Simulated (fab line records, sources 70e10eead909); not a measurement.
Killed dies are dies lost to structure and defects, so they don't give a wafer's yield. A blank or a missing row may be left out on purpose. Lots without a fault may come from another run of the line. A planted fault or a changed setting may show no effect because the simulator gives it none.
Which tool did it? | flow nand_harc | 23 lots, 69 wafers sampled, at 5 steps of a route of 1302

WHAT THE GAUGES READ, wafer by wafer
NHARC_P_M0_CD_MEAS_16.
lot  | measured     | on        | cd_nm (nm)
L074 | day 6 04:08  | cd_sem-02 | 90.9 89.2 90.4
L075 | day 6 12:26  | cd_sem-02 | 90.0 90.3 91.0
L076 | day 7 03:22  | cd_sem-01 | 89.3 89.3 90.4
L077 | day 7 04:27  | cd_sem-02 | 89.8 89.2 89.3
L079 | day 8 10:49  | cd_sem-02 | 90.3 90.1 91.2
L080 | day 8 20:23  | cd_sem-02 | 90.2 88.8 90.2
L081 | day 9 07:40  | cd_sem-01 | 90.1 89.5 89.8
L082 | day 9 14:17  | cd_sem-03 | 89.8 89.6 88.9
L083 | day 10 00:46 | cd_sem-02 | 90.4 90.1 89.8
L084 | day 10 09:34 | cd_sem-03 | 91.1 89.9 90.7
L085 | day 10 10:21 | cd_sem-02 | 90.3 91.0 90.1
L086 | day 11 10:38 | cd_sem-02 | 89.5 91.7 90.1
L087 | day 11 13:52 | cd_sem-01 | 89.8 89.6 91.2
L088 | day 12 01:49 | cd_sem-03 | 91.2 91.7 90.4
L089 | day 12 02:29 | cd_sem-02 | 90.6 90.5 91.8
L090 | day 12 20:29 | cd_sem-02 | 89.1 89.6 89.8
L091 | day 13 05:06 | cd_sem-02 | 91.3 89.6 89.5
L092 | day 13 20:15 | cd_sem-01 | 89.6 89.8 89.6
L093 | day 13 21:40 | cd_sem-03 | 90.1 90.1 90.3
L094 | day 14 11:22 | cd_sem-01 | 90.9 91.3 90.7
L095 | day 15 04:23 | cd_sem-01 | 89.2 90.5 89.8
L096 | day 15 06:58 | cd_sem-03 | 89.8 89.6 90.6
L097 | day 15 21:40 | cd_sem-03 | 91.4 89.9 89.5

WHICH TOOL RAN EACH LOT (tool, then ch and the chambers of the sampled wafers, then the start)
lot  | NHARC_P_GATE_ETCH_104              | NHARC_P_GATE_STRIP_112               | NHARC_P_GATE_STRIP_95                | NHARC_P_M0_ETCH_34
L074 | rie_diel-05 ch 0,1,2, day 5 03:32  | plasma_asher-01 ch 0,1, day 5 17:23  | plasma_asher-02 ch 0,1, day 5 19:50  | rie_diel-04 ch 1,2, day 6 03:55
L075 | rie_diel-05 ch 0,2,3, day 5 11:49  | plasma_asher-02 ch 0,1, day 6 01:51  | plasma_asher-02 ch 0, day 6 04:15    | rie_diel-11 ch 1,2,3, day 6 12:11
L076 | rie_diel-05 ch 0,3, day 5 23:55    | plasma_asher-01 ch 0, day 6 13:51    | plasma_asher-01 ch 0,1, day 6 16:17  | rie_diel-06 ch 0,2, day 7 03:08
L077 | rie_diel-09 ch 1,2,3, day 6 04:01  | plasma_asher-02 ch 0,1, day 6 17:52  | plasma_asher-02 ch 0,1, day 6 20:17  | rie_diel-06 ch 1,2, day 7 04:14
L079 | rie_diel-03 ch 0,1, day 7 10:34    | plasma_asher-02 ch 0,1, day 8 00:29  | plasma_asher-02 ch 0,1, day 8 02:50  | rie_diel-11 ch 1,3, day 8 10:36
L080 | rie_diel-05 ch 1,2,3, day 7 19:58  | plasma_asher-01 ch 0, day 8 09:59    | plasma_asher-02 ch 0,1, day 8 12:25  | rie_diel-11 ch 0,1,2, day 8 20:10
L081 | rie_diel-05 ch 0,1, day 8 05:30    | plasma_asher-01 ch 0,1, day 8 21:28  | plasma_asher-02 ch 1, day 8 23:51    | rie_diel-04 ch 0,2, day 9 07:28
L082 | rie_diel-05 ch 1,2, day 8 14:08    | plasma_asher-02 ch 0,1, day 9 03:53  | plasma_asher-02 ch 0,1, day 9 06:19  | rie_diel-04 ch 0,1, day 9 14:05
L083 | rie_diel-05 ch 0,2,3, day 9 00:28  | plasma_asher-01 ch 0,1, day 9 14:26  | plasma_asher-02 ch 0,1, day 9 16:49  | rie_diel-06 ch 1,2,3, day 10 00:34
L084 | rie_diel-03 ch 1,3, day 9 09:28    | plasma_asher-01 ch 1, day 9 23:23    | plasma_asher-02 ch 0,1, day 10 01:38 | rie_diel-11 ch 0,1,2, day 10 09:21
L085 | rie_diel-03 ch 1,2,3, day 9 10:04  | plasma_asher-02 ch 0,1, day 10 00:09 | plasma_asher-01 ch 0,1, day 10 02:31 | rie_diel-04 ch 1,2,3, day 10 10:08
L086 | rie_diel-03 ch 0,1,2, day 10 10:02 | plasma_asher-01 ch 0,1, day 11 00:05 | plasma_asher-01 ch 0,1, day 11 02:28 | rie_diel-04 ch 0,2,3, day 11 10:26
L087 | rie_diel-09 ch 0,1,3, day 10 13:20 | plasma_asher-02 ch 0,1, day 11 03:22 | plasma_asher-02 ch 0,1, day 11 05:47 | rie_diel-06 ch 0,1, day 11 13:40
L088 | rie_diel-03 ch 1,3, day 11 01:26   | plasma_asher-01 ch 1, day 11 15:17   | plasma_asher-01 ch 0,1, day 11 17:41 | rie_diel-11 ch 1,3, day 12 01:37
L089 | rie_diel-09 ch 0,2,3, day 11 01:48 | plasma_asher-01 ch 0,1, day 11 16:01 | plasma_asher-01 ch 0,1, day 11 18:28 | rie_diel-04 ch 0,2, day 12 02:16
L090 | rie_diel-05 ch 0,2,3, day 11 19:47 | plasma_asher-01 ch 0,1, day 12 09:44 | plasma_asher-02 ch 0,1, day 12 12:06 | rie_diel-04 ch 0,1,3, day 12 20:15
L091 | rie_diel-03 ch 0,2,3, day 12 04:49 | plasma_asher-01 ch 0,1, day 12 18:35 | plasma_asher-01 ch 0,1, day 12 21:01 | rie_diel-04 ch 1,2,3, day 13 04:54
L092 | rie_diel-05 ch 0,1,3, day 12 13:27 | plasma_asher-01 ch 0,1, day 13 09:56 | plasma_asher-01 ch 0,1, day 13 12:13 | rie_diel-04 ch 1,2,3, day 13 20:02
L093 | rie_diel-09 ch 0,2,3, day 12 21:13 | plasma_asher-02 ch 0,1, day 13 11:17 | plasma_asher-02 ch 0,1, day 13 13:34 | rie_diel-11 ch 0,2, day 13 21:21
L094 | rie_diel-09 ch 0,1,2, day 13 11:09 | plasma_asher-02 ch 0,1, day 14 01:08 | plasma_asher-01 ch 0,1, day 14 03:23 | rie_diel-04 ch 0,1,2, day 14 11:10
L095 | rie_diel-05 ch 0,1,2, day 14 03:40 | plasma_asher-02 ch 1, day 14 17:48   | plasma_asher-02 ch 0,1, day 14 20:14 | rie_diel-06 ch 0,3, day 15 04:10
L096 | rie_diel-09 ch 1,2,3, day 14 04:19 | plasma_asher-01 ch 0,1, day 14 18:18 | plasma_asher-01 ch 0,1, day 14 20:44 | rie_diel-04 ch 1,2,3, day 15 06:46
L097 | rie_diel-03 ch 1,2,3, day 14 18:42 | plasma_asher-02 ch 0,1, day 15 10:43 | plasma_asher-02 ch 0,1, day 15 13:18 | rie_diel-11 ch 0,1,2, day 15 21:07
- NHARC_P_GATE_ETCH_104: etches the open film in CF4/CHF3, target depth 60 nm.
- NHARC_P_GATE_STRIP_112: strips in N2/H2, time 200 s.
- NHARC_P_GATE_STRIP_95: strips in O2.
- NHARC_P_M0_ETCH_34: etches the open film in N2/H2, target depth 40 nm, overetch 12 nm, time 43.94 s.

WHAT THE TOOLS THEMSELVES READ (means of the sampled wafers that have a number; where no wafer has one, the mark that the record gives instead)
NHARC_P_GATE_ETCH_104.
lot  | tool        | drypump_motor_current_A (A) | oes_product_au (a.u.) | rf_vpp_V (V) | showerhead_plenum_p_Torr (Torr) | throttle_valve_pct (%)
L074 | rie_diel-05 | 5.4                         | 0.965                 | 372.5        | 1.63                            | 16.799
L075 | rie_diel-05 | 5.5                         | 0.968                 | 371.0        | 1.57                            | 16.799
L076 | rie_diel-05 | 5.6                         | 0.951                 | 371.5        | 1.59                            | 16.804
L077 | rie_diel-09 | 5.6                         | 0.924                 | 372.0        | 1.62                            | 16.809
L079 | rie_diel-03 | 5.6                         | 0.986                 | 368.8        | 1.54                            | 16.808
L080 | rie_diel-05 | 5.2                         | 0.929                 | 369.8        | 1.57                            | 16.804
L081 | rie_diel-05 | 5.2                         | 0.961                 | 373.6        | 1.66                            | 16.804
L082 | rie_diel-05 | 5.1                         | 0.958                 | 372.7        | 1.63                            | 16.799
L083 | rie_diel-05 | 5.5                         | 0.974                 | 370.4        | 1.56                            | 16.812
L084 | rie_diel-03 | 5.3                         | 0.939                 | 368.8        | 1.53                            | 16.805
L085 | rie_diel-03 | 5.4                         | 0.934                 | 370.9        | 1.58                            | 16.809
L086 | rie_diel-03 | 5.7                         | 0.919                 | 370.7        | 1.59                            | 16.803
L087 | rie_diel-09 | 5.7                         | 0.937                 | 371.9        | 1.61                            | 16.807
L088 | rie_diel-03 | 5.3                         | 0.974                 | 369.9        | 1.53                            | 16.800
L089 | rie_diel-09 | 5.7                         | 0.968                 | 373.3        | 1.63                            | 16.796
L090 | rie_diel-05 | 5.5                         | 0.959                 | 369.6        | 1.56                            | 16.797
L091 | rie_diel-03 | 5.6                         | 0.923                 | 372.6        | 1.61                            | 16.806
L092 | rie_diel-05 | 5.4                         | 0.963                 | 371.1        | 1.60                            | 16.807
L093 | rie_diel-09 | 5.7                         | 0.965                 | 372.2        | 1.64                            | 16.801
L094 | rie_diel-09 | 5.4                         | 0.932                 | 371.9        | 1.62                            | 16.806
L095 | rie_diel-05 | 5.4                         | 0.926                 | 373.0        | 1.63                            | 16.804
L096 | rie_diel-09 | 5.6                         | 0.917                 | 371.2        | 1.61                            | 16.804
L097 | rie_diel-03 | 5.4                         | 0.974                 | 370.2        | 1.58                            | 16.799

NHARC_P_GATE_STRIP_112.
lot  | tool            | drypump_motor_current_A (A) | heater_power_w (W) | temp_c (C)
L074 | plasma_asher-01 | 6.1                         | 77                 | 110.06
L075 | plasma_asher-02 | 5.4                         | 82                 | 110.05
L076 | plasma_asher-01 | 5.8                         | 75                 | 110.09
L077 | plasma_asher-02 | 5.3                         | 81                 | 110.01
L079 | plasma_asher-02 | 5.4                         | 83                 | 110.10
L080 | plasma_asher-01 | 5.8                         | 74                 | 110.05
L081 | plasma_asher-01 | 6.1                         | 75                 | 110.05
L082 | plasma_asher-02 | 5.4                         | 83                 | 109.95
L083 | plasma_asher-01 | 6.3                         | 76                 | 110.12
L084 | plasma_asher-01 | 6.5                         | 79                 | 109.99
L085 | plasma_asher-02 | 5.3                         | 81                 | 110.08
L086 | plasma_asher-01 | 6.1                         | 76                 | 110.24
L087 | plasma_asher-02 | 5.3                         | 81                 | 110.13
L088 | plasma_asher-01 | 6.5                         | 77                 | 109.96
L089 | plasma_asher-01 | 6.0                         | 76                 | 110.11
L090 | plasma_asher-01 | 6.1                         | 76                 | 110.04
L091 | plasma_asher-01 | 6.3                         | 76                 | 110.08
L092 | plasma_asher-01 | 6.1                         | 75                 | 110.02
L093 | plasma_asher-02 | 5.3                         | 82                 | 110.19
L094 | plasma_asher-02 | 5.4                         | 81                 | 110.03
L095 | plasma_asher-02 | 5.2                         | 81                 | 110.08
L096 | plasma_asher-01 | 6.2                         | 78                 | 110.06
L097 | plasma_asher-02 | 5.3                         | 82                 | 109.90

NHARC_P_GATE_STRIP_95.
lot  | tool            | drypump_motor_current_A (A) | heater_power_w (W) | temp_c (C)
L074 | plasma_asher-02 | 5.4                         | 311                | 250.02
L075 | plasma_asher-02 | 5.5                         | 317                | 250.11
L076 | plasma_asher-01 | 6.1                         | 287                | 250.09
L077 | plasma_asher-02 | 5.3                         | 305                | 250.09
L079 | plasma_asher-02 | 5.3                         | 302                | 250.00
L080 | plasma_asher-02 | 5.4                         | 313                | 249.95
L081 | plasma_asher-02 | 5.2                         | 301                | 250.00
L082 | plasma_asher-02 | 5.3                         | 304                | 250.02
L083 | plasma_asher-02 | 5.3                         | 306                | 250.17
L084 | plasma_asher-02 | 5.4                         | 311                | 249.87
L085 | plasma_asher-01 | 6.3                         | 286                | 250.08
L086 | plasma_asher-01 | 6.2                         | 290                | 250.14
L087 | plasma_asher-02 | 5.3                         | 303                | 250.03
L088 | plasma_asher-01 | 6.0                         | 281                | 249.98
L089 | plasma_asher-01 | 6.2                         | 287                | 250.06
L090 | plasma_asher-02 | 5.3                         | 303                | 250.03
L091 | plasma_asher-01 | 6.3                         | 285                | 249.89
L092 | plasma_asher-01 | 6.3                         | 287                | 250.07
L093 | plasma_asher-02 | 5.3                         | 301                | 250.10
L094 | plasma_asher-01 | 6.0                         | 278                | 250.19
L095 | plasma_asher-02 | 5.3                         | 306                | 250.07
L096 | plasma_asher-01 | 6.3                         | 288                | 250.05
L097 | plasma_asher-02 | 5.3                         | 306                | 250.03

NHARC_P_M0_ETCH_34.
lot  | tool        | drypump_motor_current_A (A) | oes_product_au (a.u.) | rf_vpp_V (V) | showerhead_plenum_p_Torr (Torr) | throttle_valve_pct (%)
L074 | rie_diel-04 | 5.3                         | 1.011                 | 432.5        | 2.11                            | 14.175
L075 | rie_diel-11 | 5.8                         | 1.015                 | 427.5        | 1.93                            | 14.178
L076 | rie_diel-06 | 5.4                         | 0.991                 | 432.2        | 2.07                            | 14.172
L077 | rie_diel-06 | 5.4                         | 0.991                 | 431.7        | 2.05                            | 14.167
L079 | rie_diel-11 | 6.0                         | 1.008                 | 429.6        | 1.98                            | 14.171
L080 | rie_diel-11 | 5.9                         | 0.998                 | 429.3        | 1.99                            | 14.174
L081 | rie_diel-04 | 5.3                         | 1.001                 | 433.8        | 2.14                            | 14.177
L082 | rie_diel-04 | 5.4                         | 0.995                 | 432.4        | 2.12                            | 14.175
L083 | rie_diel-06 | 5.8                         | 0.993                 | 430.9        | 2.04                            | 14.172
L084 | rie_diel-11 | 6.0                         | 1.006                 | 429.1        | 1.99                            | 14.167
L085 | rie_diel-04 | 5.3                         | 1.014                 | 432.8        | 2.10                            | 14.182
L086 | rie_diel-04 | 5.3                         | 1.002                 | 433.3        | 2.13                            | 14.173
L087 | rie_diel-06 | 6.1                         | 0.998                 | 430.6        | 2.06                            | 14.173
L088 | rie_diel-11 | 6.0                         | 0.995                 | 427.6        | 1.93                            | 14.170
L089 | rie_diel-04 | 5.3                         | 1.003                 | 433.5        | 2.14                            | 14.168
L090 | rie_diel-04 | 5.4                         | 1.002                 | 432.2        | 2.09                            | 14.170
L091 | rie_diel-04 | 5.3                         | 0.997                 | 432.4        | 2.09                            | 14.175
L092 | rie_diel-04 | 5.3                         | 0.997                 | 431.6        | 2.09                            | 14.173
L093 | rie_diel-11 | 5.7                         | 0.989                 | 434.4        | 2.20                            | 14.163
L094 | rie_diel-04 | 5.3                         | 0.993                 | 432.8        | 2.11                            | 14.172
L095 | rie_diel-06 | 6.0                         | 0.993                 | 430.3        | 2.04                            | 14.167
L096 | rie_diel-04 | 5.3                         | 1.007                 | 432.3        | 2.09                            | 14.174
L097 | rie_diel-11 | 5.9                         | 0.995                 | 431.9        | 2.09                            | 14.173

THE ANSWER, worked out from the rows above alone
Rule: what is usual is taken from the lots themselves. Put in order of their means at a reading, lots are off if they are a third of the lots or fewer, leave a main group of 4 or more, and stand apart from it by a gap of 3 or more times the standard deviation of the main group's means; of several such gaps the widest counts. A main group whose means are all the same, to the digits that the tables above print for the reading, isn't used. A lot without any number at a reading at which 4 lots or more have one is off too. The other lots that the step has rows for count as sound. The gauges are gone through in route order, then the tools' own readings, and for those a lot's mean is taken as printed above. The first step at which some lot is off is used, and at that step the reading that is off furthest; a lot without a number counts as furthest.
No lot is off at any reading shown: from this, nothing can be told.

WHAT THE SIMULATOR HAD PUT IN
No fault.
